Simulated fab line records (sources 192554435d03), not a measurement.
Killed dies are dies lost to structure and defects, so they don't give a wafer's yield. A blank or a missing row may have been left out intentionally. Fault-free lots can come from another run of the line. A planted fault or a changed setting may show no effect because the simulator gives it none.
fab line records / flow n5-finfet
record lots=5 wafers=15 last-day=18
route steps=1938 shown SD_EPI_N@285 SD_EPI_P@295 BEOL_M4@1111
lots that met no fault: taken from a fault-free run of the same line
start-h: the number of hours between the record's first day and the start of the first shown wafer of the lot / wait-h: how many hours have passed since the lot's step before this one / " the same as in the row above / L1.1+2: a row that stands for several wafers / - no value, or no start was given / * or withheld: withheld / < > ~ a bound
route shown NAME@n: names a module that has steps shown in the file, with the first one's number in the route / usual: mean and standard deviation over wafers with no fault / same: alike in all rows / chamber/n: place in a boat / sites: readings site by site / _std_site: how widely they spread, as a standard deviation / _edge_site: mean of outer sites minus mean of inner sites / radius-mm: how far each site lies from the wafer's centre / mask NAME#n: copy n / behind: the tool/chamber that last shaped the wafer / hold: cause of the lot's hold/its duration in hours/its outcome / device: the n, p or np transistor that did not switch / end of line: the same wafers' tests at the end of the route / where a step has no rows: the recipe by itself / killed: dies lost to structure and defects at the first sort, not the wafer's yield / map: a wafer's dies, x killed, . not, _ none there
set.NAME: setting as actually run; set.NAME@STEP: the setting as run at that earlier step / model.NAME: the simulator's own value behind a step, which no gauge read
lots at some steps of the route; a table a step, a row a wafer
services: a tool's chamber out of use, with start hour (start-h, from the record's first day; less than 0 if before it), hours out, and reason
## steps
# step N5_SD_EPI_N_SRD_20
# recipe dry=ipa-marangoni do-ppb=5 time-s=30 temp-c=23 rinse-liquid=diw
# step N5_SD_EPI_N_PRECLEAN_48
# recipe chemistry=NF3:NH3 afs-cycles=2 temp-c=30 time-s=20 sublimation-temp-c=180 sublimation-time-s=60 pressure-torr=3 rf-power-w=30
# step N5_SD_EPI_N_VAPOR_ETCH_50
# recipe chemistry=HCl target=Si temp-c=775 time-s=54 pressure-torr=20 mode=isotropic
# step N5_SD_EPI_N_EPI_21
# recipe material=Si:P dopant=P temp-c=680 pressure-torr=255 time-s=690
# step N5_SD_EPI_N_PRECLEAN_24
# recipe chemistry=O3/DIW time-s=60 temp-c=22 o3-ppm=10
# step N5_SD_EPI_N_SRD_25
# recipe time-s=30 temp-c=23 rinse-liquid=diw dry=ipa-marangoni
# step N5_SD_EPI_N_PRECLEAN_49
# recipe chemistry=NF3:NH3 afs-cycles=1 temp-c=30 time-s=20 sublimation-temp-c=180 sublimation-time-s=60 pressure-torr=3 rf-power-w=30
# step N5_SD_EPI_N_LINER_46
# recipe material=SiNx target-thk-a=30 temp-c=400 ald-precursor-family=SiH2I2 ald-co-reactant=N2/H2-plasma pressure-torr=2
# step N5_SD_EPI_P_COAT_34
# recipe resist=SOC temp-c=250 time-s=60 spin-rpm=1500 resist-thk-nm=350
# step N5_SD_EPI_P_COAT_35
# recipe resist=SiARC temp-c=220 time-s=60 spin-rpm=1500 resist-thk-nm=35
# step N5_SD_EPI_P_COAT_03
# recipe resist=CAR-ArF-block spin-rpm=1500 resist-thk-nm=150
# usual dispense-pressure-kPa=52/4.7 spin-speed-rpm=1499.9/0.82
lot.wafer=L900.1 tool=litho-track-04 chamber=0 start-h=51.93 wait-h=- dispense-pressure-kPa=46 spin-speed-rpm=1500.1 model.CAR-ArF-block_of_SD_EPI_P_COAT_03.thk-nm=150.2
lot.wafer=L900.4 tool=litho-track-04 chamber=0 start-h=51.93 wait-h=- dispense-pressure-kPa=46 spin-speed-rpm=1500.0 model.CAR-ArF-block_of_SD_EPI_P_COAT_03.thk-nm=150.6
lot.wafer=L900.5 tool=litho-track-04 chamber=0 start-h=51.93 wait-h=- dispense-pressure-kPa=46 spin-speed-rpm=1499.8 model.CAR-ArF-block_of_SD_EPI_P_COAT_03.thk-nm=150.8
lot.wafer=L916.1 tool=litho-track-04 chamber=0 start-h=149.29 wait-h=- dispense-pressure-kPa=46 spin-speed-rpm=1435.6 model.CAR-ArF-block_of_SD_EPI_P_COAT_03.thk-nm=153
lot.wafer=L916.5 tool=litho-track-04 chamber=0 start-h=149.29 wait-h=- dispense-pressure-kPa=46 spin-speed-rpm=1435.7 model.CAR-ArF-block_of_SD_EPI_P_COAT_03.thk-nm=153
lot.wafer=L916.6 tool=litho-track-04 chamber=0 start-h=149.29 wait-h=- dispense-pressure-kPa=46 spin-speed-rpm=1437.5 model.CAR-ArF-block_of_SD_EPI_P_COAT_03.thk-nm=153.2
lot.wafer=L917.3 tool=litho-track-04 chamber=0 start-h=155.15 wait-h=- dispense-pressure-kPa=46 spin-speed-rpm=1434.9 model.CAR-ArF-block_of_SD_EPI_P_COAT_03.thk-nm=154.2
lot.wafer=L917.5 tool=litho-track-04 chamber=0 start-h=155.15 wait-h=- dispense-pressure-kPa=46 spin-speed-rpm=1435.5 model.CAR-ArF-block_of_SD_EPI_P_COAT_03.thk-nm=153.6
lot.wafer=L917.6 tool=litho-track-04 chamber=0 start-h=155.15 wait-h=- dispense-pressure-kPa=46 spin-speed-rpm=1435.8 model.CAR-ArF-block_of_SD_EPI_P_COAT_03.thk-nm=154
lot.wafer=L919.2 tool=litho-track-04 chamber=0 start-h=166.81 wait-h=- dispense-pressure-kPa=46 spin-speed-rpm=1437.7 model.CAR-ArF-block_of_SD_EPI_P_COAT_03.thk-nm=153.4
lot.wafer=L919.4 tool=litho-track-04 chamber=0 start-h=166.81 wait-h=- dispense-pressure-kPa=46 spin-speed-rpm=1437.5 model.CAR-ArF-block_of_SD_EPI_P_COAT_03.thk-nm=153.2
lot.wafer=L919.6 tool=litho-track-04 chamber=0 start-h=166.81 wait-h=- dispense-pressure-kPa=46 spin-speed-rpm=1437.4 model.CAR-ArF-block_of_SD_EPI_P_COAT_03.thk-nm=153.8
lot.wafer=L923.1 tool=litho-track-02 chamber=0 start-h=193.80 wait-h=- dispense-pressure-kPa=58 spin-speed-rpm=1499.5 model.CAR-ArF-block_of_SD_EPI_P_COAT_03.thk-nm=150
lot.wafer=L923.2 tool=litho-track-02 chamber=0 start-h=193.80 wait-h=- dispense-pressure-kPa=58 spin-speed-rpm=1501.0 model.CAR-ArF-block_of_SD_EPI_P_COAT_03.thk-nm=150.2
lot.wafer=L923.4 tool=litho-track-02 chamber=0 start-h=193.80 wait-h=- dispense-pressure-kPa=58 spin-speed-rpm=1500.9 model.CAR-ArF-block_of_SD_EPI_P_COAT_03.thk-nm=150.2
# step N5_SD_EPI_P_EBR_05
# recipe solvent=PGMEA ebr-width-mm=1.5
# step N5_SD_EPI_P_SOFTBAKE_04
# recipe temp-c=110 time-s=60 resist=CAR-ArF-block
# step N5_SD_EPI_P_EXPOSE_06
# recipe mask-id=SD_P_BLK na=1.35 source-shape=conventional sigma-outer=0.8 polarization=unpolarized target-cd-nm=240 dose-mj=39.5
# step N5_SD_EPI_P_PEB_07
# recipe peb-temp-c=110 peb-time-s=60 resist=CAR-ArF-block
# step N5_SD_EPI_P_DEVELOP_08
# recipe develop-time-s=30 developer=TMAH resist=CAR-ArF-block dev-temp-c=23 rinse-liquid=diw dry=air-spin
# step N5_SD_EPI_P_DESCUM_14
# recipe chemistry=O2 time-s=7.9 source-power-w=50 bias-power-w=20 pressure-mtorr=20 rf-frequency-hz=2.712e+07 temp-c=40 resist=CAR-ArF-block o2-flow-sccm=225
# step N5_SD_EPI_P_ETCH_36
# recipe chemistry=CF4 target=SiARC target-depth-a=455 mask-material=CAR-ArF-block time-s=75.8 ion-energy-ev=80 pressure-mtorr=40 source-w=545 bias-w=36 Ar_flow_sccm=100 cf4-flow-sccm=100 ends=cleared
# usual bias-w=35.98/0.12 chamber-pressure-mTorr=40.00/0.036 drypump-motor-current-A=5.37/0.27 etch-rf-on-time-s=75.6/1.4 oes-product-au=0.63/0.054 rf-fwd-power-W=538.9/2.5 rf-vpp-V=184.5/0.96 showerhead-plenum-p-Torr=2.18/0.05 throttle-valve-pct=15.68/0.21
lot.wafer=L900.1 tool=rie-diel-06 chamber=1 start-h=52.46 wait-h=0.0 bias-w=36.02 chamber-pressure-mTorr=39.95 drypump-motor-current-A=5.43 etch-rf-on-time-s=74.8 oes-product-au=0.61 rf-fwd-power-W=536.2 rf-hours-counter-h=211 rf-vpp-V=186.4 showerhead-plenum-p-Torr=2.21 throttle-valve-pct=15.79 model.CAR-ArF-block_of_SD_EPI_P_COAT_03.thk-nm=111
lot.wafer=L900.4 tool=rie-diel-06 chamber=0 start-h=52.46 wait-h=0.0 bias-w=36.08 chamber-pressure-mTorr=39.97 drypump-motor-current-A=5.04 etch-rf-on-time-s=73.4 oes-product-au=0.67 rf-fwd-power-W=538.2 rf-hours-counter-h=109 rf-vpp-V=184.8 showerhead-plenum-p-Torr=2.24 throttle-valve-pct=15.44 model.CAR-ArF-block_of_SD_EPI_P_COAT_03.thk-nm=111.4
lot.wafer=L900.5 tool=rie-diel-06 chamber=2 start-h=52.46 wait-h=0.0 bias-w=36.00 chamber-pressure-mTorr=40.01 drypump-motor-current-A=5.89 etch-rf-on-time-s=75.3 oes-product-au=0.65 rf-fwd-power-W=538.8 rf-hours-counter-h=- rf-vpp-V=184.0 showerhead-plenum-p-Torr=2.14 throttle-valve-pct=15.90 model.CAR-ArF-block_of_SD_EPI_P_COAT_03.thk-nm=111.8
lot.wafer=L916.1 tool=rie-diel-05 chamber=2 start-h=149.82 wait-h=0.0 bias-w=35.77 chamber-pressure-mTorr=39.96 drypump-motor-current-A=5.67 etch-rf-on-time-s=72.3 oes-product-au=0.60 rf-fwd-power-W=538.6 rf-hours-counter-h=249 rf-vpp-V=185.0 showerhead-plenum-p-Torr=2.20 throttle-valve-pct=15.68 model.CAR-ArF-block_of_SD_EPI_P_COAT_03.thk-nm=113.8
lot.wafer=L916.5 tool=rie-diel-05 chamber=3 start-h=149.82 wait-h=0.0 bias-w=35.98 chamber-pressure-mTorr=40.01 drypump-motor-current-A=5.31 etch-rf-on-time-s=74.4 oes-product-au=0.65 rf-fwd-power-W=541.1 rf-hours-counter-h=- rf-vpp-V=183.7 showerhead-plenum-p-Torr=2.13 throttle-valve-pct=15.61 model.CAR-ArF-block_of_SD_EPI_P_COAT_03.thk-nm=114
lot.wafer=L916.6 tool=rie-diel-05 chamber=2 start-h=149.82 wait-h=0.0 bias-w=35.97 chamber-pressure-mTorr=39.97 drypump-motor-current-A=5.65 etch-rf-on-time-s=72.8 oes-product-au=0.60 rf-fwd-power-W=538.0 rf-hours-counter-h=- rf-vpp-V=183.3 showerhead-plenum-p-Torr=2.20 throttle-valve-pct=15.69 model.CAR-ArF-block_of_SD_EPI_P_COAT_03.thk-nm=114
lot.wafer=L917.3 tool=rie-diel-03 chamber=0 start-h=155.63 wait-h=0.0 bias-w=36.26 chamber-pressure-mTorr=39.99 drypump-motor-current-A=5.93 etch-rf-on-time-s=78.3 oes-product-au=0.61 rf-fwd-power-W=542.4 rf-hours-counter-h=184 rf-vpp-V=182.7 showerhead-plenum-p-Torr=2.12 throttle-valve-pct=15.35 model.CAR-ArF-block_of_SD_EPI_P_COAT_03.thk-nm=115.2
lot.wafer=L917.5 tool=rie-diel-03 chamber=1 start-h=155.63 wait-h=0.0 bias-w=36.02 chamber-pressure-mTorr=39.95 drypump-motor-current-A=5.28 etch-rf-on-time-s=76.1 oes-product-au=0.70 rf-fwd-power-W=539.7 rf-hours-counter-h=- rf-vpp-V=185.6 showerhead-plenum-p-Torr=2.28 throttle-valve-pct=15.56 model.CAR-ArF-block_of_SD_EPI_P_COAT_03.thk-nm=114.6
lot.wafer=L917.6 tool=rie-diel-03 chamber=2 start-h=155.63 wait-h=0.0 bias-w=35.96 chamber-pressure-mTorr=39.97 drypump-motor-current-A=5.27 etch-rf-on-time-s=76.7 oes-product-au=0.59 rf-fwd-power-W=538.0 rf-hours-counter-h=- rf-vpp-V=183.1 showerhead-plenum-p-Torr=2.12 throttle-valve-pct=15.79 model.CAR-ArF-block_of_SD_EPI_P_COAT_03.thk-nm=115
lot.wafer=L919.2 tool=rie-diel-03 chamber=0 start-h=167.29 wait-h=0.0 bias-w=35.92 chamber-pressure-mTorr=40.07 drypump-motor-current-A=5.94 etch-rf-on-time-s=77.8 oes-product-au=0.60 rf-fwd-power-W=540.8 rf-hours-counter-h=187 rf-vpp-V=183.3 showerhead-plenum-p-Torr=2.12 throttle-valve-pct=15.34 model.CAR-ArF-block_of_SD_EPI_P_COAT_03.thk-nm=114.4
lot.wafer=L919.4 tool=rie-diel-03 chamber=2 start-h=167.29 wait-h=0.0 bias-w=36.14 chamber-pressure-mTorr=39.95 drypump-motor-current-A=5.23 etch-rf-on-time-s=77.0 oes-product-au=0.59 rf-fwd-power-W=539.3 rf-hours-counter-h=225 rf-vpp-V=183.6 showerhead-plenum-p-Torr=2.12 throttle-valve-pct=15.80 model.CAR-ArF-block_of_SD_EPI_P_COAT_03.thk-nm=113.8
lot.wafer=L919.6 tool=rie-diel-03 chamber=2 start-h=167.29 wait-h=0.0 bias-w=36.03 chamber-pressure-mTorr=40.03 drypump-motor-current-A=5.24 etch-rf-on-time-s=77.1 oes-product-au=0.58 rf-fwd-power-W=538.8 rf-hours-counter-h=- rf-vpp-V=183.3 showerhead-plenum-p-Torr=2.12 throttle-valve-pct=15.79 model.CAR-ArF-block_of_SD_EPI_P_COAT_03.thk-nm=114.6
lot.wafer=L923.1 tool=rie-diel-06 chamber=0 start-h=194.16 wait-h=0.0 bias-w=36.06 chamber-pressure-mTorr=40.01 drypump-motor-current-A=5.07 etch-rf-on-time-s=74.8 oes-product-au=0.63 rf-fwd-power-W=535.6 rf-hours-counter-h=155 rf-vpp-V=184.9 showerhead-plenum-p-Torr=2.22 throttle-valve-pct=15.52 model.CAR-ArF-block_of_SD_EPI_P_COAT_03.thk-nm=111
lot.wafer=L923.2 tool=rie-diel-06 chamber=2 start-h=194.16 wait-h=0.0 bias-w=35.94 chamber-pressure-mTorr=39.97 drypump-motor-current-A=5.93 etch-rf-on-time-s=75.7 oes-product-au=0.63 rf-fwd-power-W=538.3 rf-hours-counter-h=197 rf-vpp-V=183.6 showerhead-plenum-p-Torr=2.13 throttle-valve-pct=15.96 model.CAR-ArF-block_of_SD_EPI_P_COAT_03.thk-nm=111.2
lot.wafer=L923.4 tool=rie-diel-06 chamber=2 start-h=194.16 wait-h=0.0 bias-w=35.80 chamber-pressure-mTorr=40.01 drypump-motor-current-A=5.91 etch-rf-on-time-s=75.5 oes-product-au=0.63 rf-fwd-power-W=536.3 rf-hours-counter-h=- rf-vpp-V=183.9 showerhead-plenum-p-Torr=2.13 throttle-valve-pct=15.96 model.CAR-ArF-block_of_SD_EPI_P_COAT_03.thk-nm=111.2
# step N5_SD_EPI_P_ETCH_37
# recipe chemistry=N2/H2 target=SOC overetch-a=1080 mask-material=SiARC temp-c=40 ion-energy-ev=100 source-w=3000 bias-w=133 pressure-mtorr=20 time-s=486 n2-flow-sccm=200 h2-flow-sccm=200 ends=end-point
# step N5_BEOL_M4_RC_MEAS_101
# usual DIBL_N=36.4/1.7 DIBL_P=36.4/2.1 IOFF_N=0.16/0.035 IOFF_P=0.21/0.035 ION_N=680/11 ION_P=465/6.8 SS_N=71.5/0.58 SS_P=73.2/0.72 VT_N=249/3.6 VT_P=-250/3.1
lot.wafer=L900.1 tool=prober-02 chamber=0 start-h=179.95 wait-h=0.0 DIBL_N[mV/V]=36.9 DIBL_P[mV/V]=33.9 IOFF_N[nA/um]=0.14 IOFF_P[nA/um]=0.15 ION_N[uA/um]=669 ION_P[uA/um]=454 SS_N[mV/dec]=71.6 SS_P[mV/dec]=73.0 VT_N[mV]=252 VT_P[mV]=-256
lot.wafer=L900.4 tool=prober-02 chamber=0 start-h=179.95 wait-h=0.0 DIBL_N[mV/V]=37.0 DIBL_P[mV/V]=34.7 IOFF_N[nA/um]=0.13 IOFF_P[nA/um]=0.17 ION_N[uA/um]=674 ION_P[uA/um]=463 SS_N[mV/dec]=71.0 SS_P[mV/dec]=72.5 VT_N[mV]=253 VT_P[mV]=-257
lot.wafer=L900.5 tool=prober-02 chamber=0 start-h=179.95 wait-h=0.0 DIBL_N[mV/V]=36.3 DIBL_P[mV/V]=34.0 IOFF_N[nA/um]=0.13 IOFF_P[nA/um]=0.16 ION_N[uA/um]=675 ION_P[uA/um]=455 SS_N[mV/dec]=71.1 SS_P[mV/dec]=73.0 VT_N[mV]=253 VT_P[mV]=-254
lot.wafer=L916.1 tool=prober-01 chamber=0 start-h=268.45 wait-h=0.0 DIBL_N[mV/V]=36.0 DIBL_P[mV/V]=36.6 IOFF_N[nA/um]=0.15 IOFF_P[nA/um]=0.19 ION_N[uA/um]=662 ION_P[uA/um]=455 SS_N[mV/dec]=71.2 SS_P[mV/dec]=73.0 VT_N[mV]=252 VT_P[mV]=-254
lot.wafer=L916.5 tool=prober-01 chamber=0 start-h=268.45 wait-h=0.0 DIBL_N[mV/V]=35.1 DIBL_P[mV/V]=35.7 IOFF_N[nA/um]=0.15 IOFF_P[nA/um]=0.19 ION_N[uA/um]=676 ION_P[uA/um]=466 SS_N[mV/dec]=69.8 SS_P[mV/dec]=72.7 VT_N[mV]=251 VT_P[mV]=-251
lot.wafer=L916.6 tool=prober-01 chamber=0 start-h=268.45 wait-h=0.0 DIBL_N[mV/V]=34.2 DIBL_P[mV/V]=34.0 IOFF_N[nA/um]=0.12 IOFF_P[nA/um]=0.16 ION_N[uA/um]=676 ION_P[uA/um]=461 SS_N[mV/dec]=70.7 SS_P[mV/dec]=72.3 VT_N[mV]=257 VT_P[mV]=-254
lot.wafer=L917.3 tool=prober-02 chamber=0 start-h=273.73 wait-h=0.3 DIBL_N[mV/V]=36.0 DIBL_P[mV/V]=37.0 IOFF_N[nA/um]=0.15 IOFF_P[nA/um]=0.21 ION_N[uA/um]=673 ION_P[uA/um]=468 SS_N[mV/dec]=71.5 SS_P[mV/dec]=72.6 VT_N[mV]=249 VT_P[mV]=-248
lot.wafer=L917.5 tool=prober-02 chamber=0 start-h=273.73 wait-h=0.3 DIBL_N[mV/V]=36.6 DIBL_P[mV/V]=38.2 IOFF_N[nA/um]=0.16 IOFF_P[nA/um]=0.22 ION_N[uA/um]=677 ION_P[uA/um]=466 SS_N[mV/dec]=71.3 SS_P[mV/dec]=73.0 VT_N[mV]=250 VT_P[mV]=-249
lot.wafer=L917.6 tool=prober-02 chamber=0 start-h=273.73 wait-h=0.3 DIBL_N[mV/V]=34.9 DIBL_P[mV/V]=35.5 IOFF_N[nA/um]=0.12 IOFF_P[nA/um]=0.18 ION_N[uA/um]=669 ION_P[uA/um]=461 SS_N[mV/dec]=71.4 SS_P[mV/dec]=72.3 VT_N[mV]=255 VT_P[mV]=-250
lot.wafer=L919.2 tool=prober-01 chamber=0 start-h=296.90 wait-h=0.2 DIBL_N[mV/V]=40.0 DIBL_P[mV/V]=37.8 IOFF_N[nA/um]=0.22 IOFF_P[nA/um]=0.26 ION_N[uA/um]=697 ION_P[uA/um]=471 SS_N[mV/dec]=72.5 SS_P[mV/dec]=74.2 VT_N[mV]=245 VT_P[mV]=-247
lot.wafer=L919.4 tool=prober-01 chamber=0 start-h=296.90 wait-h=0.2 DIBL_N[mV/V]=36.0 DIBL_P[mV/V]=32.5 IOFF_N[nA/um]=0.14 IOFF_P[nA/um]=0.18 ION_N[uA/um]=663 ION_P[uA/um]=458 SS_N[mV/dec]=71.5 SS_P[mV/dec]=72.3 VT_N[mV]=251 VT_P[mV]=-254
lot.wafer=L919.6 tool=prober-01 chamber=0 start-h=296.90 wait-h=0.2 DIBL_N[mV/V]=36.9 DIBL_P[mV/V]=34.8 IOFF_N[nA/um]=0.17 IOFF_P[nA/um]=0.21 ION_N[uA/um]=686 ION_P[uA/um]=470 SS_N[mV/dec]=71.1 SS_P[mV/dec]=73.2 VT_N[mV]=246 VT_P[mV]=-251
lot.wafer=L923.1 tool=prober-01 chamber=0 start-h=309.46 wait-h=0.0 DIBL_N[mV/V]=37.1 DIBL_P[mV/V]=37.3 IOFF_N[nA/um]=0.17 IOFF_P[nA/um]=0.24 ION_N[uA/um]=685 ION_P[uA/um]=471 SS_N[mV/dec]=71.3 SS_P[mV/dec]=73.8 VT_N[mV]=249 VT_P[mV]=-247
lot.wafer=L923.2 tool=prober-01 chamber=0 start-h=309.46 wait-h=0.0 DIBL_N[mV/V]=37.0 DIBL_P[mV/V]=36.5 IOFF_N[nA/um]=0.16 IOFF_P[nA/um]=0.23 ION_N[uA/um]=674 ION_P[uA/um]=461 SS_N[mV/dec]=71.4 SS_P[mV/dec]=73.7 VT_N[mV]=250 VT_P[mV]=-248
lot.wafer=L923.4 tool=prober-01 chamber=0 start-h=309.46 wait-h=0.0 DIBL_N[mV/V]=36.6 DIBL_P[mV/V]=35.0 IOFF_N[nA/um]=0.15 IOFF_P[nA/um]=0.21 ION_N[uA/um]=668 ION_P[uA/um]=462 SS_N[mV/dec]=71.9 SS_P[mV/dec]=73.1 VT_N[mV]=251 VT_P[mV]=-250
## services
tool=rie-diel-05 chamber=1 start-h=77.53 hours=- kind=clean
tool=rie-diel-05 chamber=1 start-h=77.53 hours=- kind=consumable-replace:focus-ring
tool=rie-diel-05 chamber=1 start-h=77.53 hours=21.6 kind=scheduled-down
tool=rie-diel-05 chamber=1 start-h=77.53 hours=21.6 kind=vent-cycle
tool=rie-diel-05 chamber=0 start-h=91.43 hours=9.1 kind=repair
tool=rie-diel-06 chamber=2 start-h=118.80 hours=26.8 kind=repair
tool=litho-track-02 chamber=- start-h=125.27 hours=- kind=consumable-replace:filter
tool=rie-diel-05 chamber=2 start-h=156.15 hours=- kind=clean
tool=rie-diel-05 chamber=2 start-h=156.15 hours=- kind=consumable-replace:focus-ring
tool=rie-diel-05 chamber=2 start-h=156.15 hours=14.8 kind=scheduled-down
tool=rie-diel-05 chamber=2 start-h=156.15 hours=14.8 kind=vent-cycle
tool=rie-diel-06 chamber=0 start-h=169.70 hours=4.3 kind=repair
tool=rie-diel-06 chamber=1 start-h=173.98 hours=- kind=clean
tool=rie-diel-06 chamber=1 start-h=173.98 hours=- kind=consumable-replace:focus-ring
tool=rie-diel-06 chamber=1 start-h=173.98 hours=20.7 kind=scheduled-down
tool=rie-diel-06 chamber=1 start-h=173.98 hours=20.7 kind=vent-cycle
tool=rie-diel-05 chamber=0 start-h=183.06 hours=- kind=clean
tool=rie-diel-05 chamber=0 start-h=183.06 hours=- kind=consumable-replace:focus-ring
tool=rie-diel-05 chamber=- start-h=184.13 hours=1.2 kind=repair
## key
first-sign step=N5_SD_EPI_P_COAT_03 reading=spin-speed-rpm direction=down sigmas=78 usual=* struck=*
effect none on later readings
model-effect step=N5_SD_EPI_P_COAT_03 value=CAR-ArF-block_of_SD_EPI_P_COAT_03.thk-nm without=150.2 struck=153.5
model-effect step=N5_SD_EPI_P_ETCH_36 value=CAR-ArF-block_of_SD_EPI_P_COAT_03.thk-nm without=111.1 struck=114.4
met-at N5_SD_EPI_P_COAT_03
struck-wafers L916.1,L916.5,L916.6,L917.3,L917.5,L917.6,L919.2,L919.4,L919.6
onset-between 51.93 149.29
fault kind=process-parameter-drift tool=litho-track-04 chamber=- onset-h=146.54 steps=N5_SD_EPI_P_COAT_03 channel=spin-rpm offset=* shape=step end-h=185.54 acts-in=* stated=*
